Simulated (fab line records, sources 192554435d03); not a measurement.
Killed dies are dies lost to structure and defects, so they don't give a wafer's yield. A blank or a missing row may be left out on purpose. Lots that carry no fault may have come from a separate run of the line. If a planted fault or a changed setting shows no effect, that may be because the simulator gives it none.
Which tool was responsible? | flow n5 finfet | 9 lots with 26 wafers sampled at 5 steps, on a route of 1938 steps

== WHAT EACH GAUGE READ, for each wafer ==
N5_BEOL_M4_RC_MEAS_101.
lot  | measured     | on        | DIBL_N (mV/V)
L667 | day 8 06:04  | prober-02 | 34.3 35.2 35.5
L669 | day 9 01:41  | prober-02 | 34.9 33.5 35.1
L672 | day 9 20:58  | prober-01 | 36.0 35.4 36.1
L673 | day 10 00:01 | prober-01 | 38.3 35.6
L680 | day 11 20:25 | prober-02 | 36.8 36.1 36.4
L683 | day 12 06:28 | prober-02 | 35.3 36.1 35.7
L684 | day 12 14:25 | prober-01 | 36.7 36.8 35.0
L688 | day 13 13:08 | prober-01 | 35.8 34.8 37.9
L689 | day 13 16:08 | prober-02 | 37.0 36.4 36.7

== TOOL THAT RAN EACH LOT (tool first, then ch and the chambers of the sampled wafers, then the start) ==
lot  | N5_ILD0_CMP_12               | N5_SDB_HM_OPEN_20                 | N5_SDB_STRIP_22                     | N5_HKMG_FIN_HK_ANNEAL_02
L667 | cmp-03 ch 1,2, day 4 03:18   | rie diel-02 ch 0,2,3, day 4 04:16 | plasma asher-02 ch 0,1, day 4 04:20 | rtp anneal-01 ch 0, day 4 08:43
L669 | cmp-01 ch 0,2,3, day 4 11:26 | rie diel-01 ch 1,2,3, day 4 12:26 | plasma asher-02 ch 0,1, day 4 12:34 | rtp anneal-01 ch 0, day 4 17:46
L672 | cmp-03 ch 1,2,3, day 5 11:16 | rie diel-01 ch 0,1,3, day 5 12:17 | plasma asher-02 ch 0,1, day 5 12:22 | rtp anneal-01 ch 0, day 5 16:44
L673 | cmp-03 ch 1,3, day 5 12:02   | rie diel-02 ch 0,2, day 5 13:09   | plasma asher-02 ch 0,1, day 5 13:14 | rtp anneal-01 ch 0, day 5 18:14
L680 | cmp-02 ch 2,3, day 7 03:06   | rie diel-01 ch 0,3, day 7 04:09   | plasma asher-02 ch 0,1, day 7 04:19 | rtp anneal-02 ch 0, day 7 08:46
L683 | cmp-02 ch 0,2,3, day 7 23:33 | rie diel-02 ch 1,2,3, day 8 00:42 | plasma asher-01 ch 0,1, day 8 00:49 | rtp anneal-02 ch 0, day 8 05:25
L684 | cmp-03 ch 0,3, day 8 09:16   | rie diel-06 ch 2,3, day 8 10:20   | plasma asher-02 ch 0,1, day 8 10:28 | rtp anneal-01 ch 0, day 8 15:14
L688 | cmp-03 ch 0,1,2, day 9 04:20 | rie diel-02 ch 0,2, day 9 05:27   | plasma asher-02 ch 0,1, day 9 05:32 | rtp anneal-01 ch 0, day 9 09:56
L689 | cmp-03 ch 0,2, day 9 12:30   | rie diel-01 ch 1,2, day 9 13:29   | plasma asher-01 ch 0,1, day 9 13:34 | rtp anneal-01 ch 0, day 9 17:53
- N5_ILD0_CMP_12: polishes SiNx, stops on poly-Si, t overpolish 6 s, target thk 17.67 nm.
- N5_SDB_HM_OPEN_20: chemistry CH3F/O2, target SiNx, stops on poly-Si, target depth 24 nm.
- N5_SDB_STRIP_22: strips in N2/H2.
- N5_HKMG_FIN_HK_ANNEAL_02: time 30 s.

== THE ANSWER, worked out from the rows above alone ==
Rule: the lots themselves supply what counts as usual. The widest of any qualifying gaps counts: lots, ordered by their means at a reading, are off when they make up no more than a third of the lots, leave a main group of 4 or more, and stand apart from it by 3 or more times the standard deviation of that group's means. The tables above print the reading to a certain number of digits; a main group whose means all agree to those digits is not used. A lot without any number at a reading at which 4 lots or more have one is off too. The other lots that the step has rows for count as sound.
No lot is off at any reading shown: from this, nothing can be told.

== WHAT THE SIMULATOR HAD PUT IN ==
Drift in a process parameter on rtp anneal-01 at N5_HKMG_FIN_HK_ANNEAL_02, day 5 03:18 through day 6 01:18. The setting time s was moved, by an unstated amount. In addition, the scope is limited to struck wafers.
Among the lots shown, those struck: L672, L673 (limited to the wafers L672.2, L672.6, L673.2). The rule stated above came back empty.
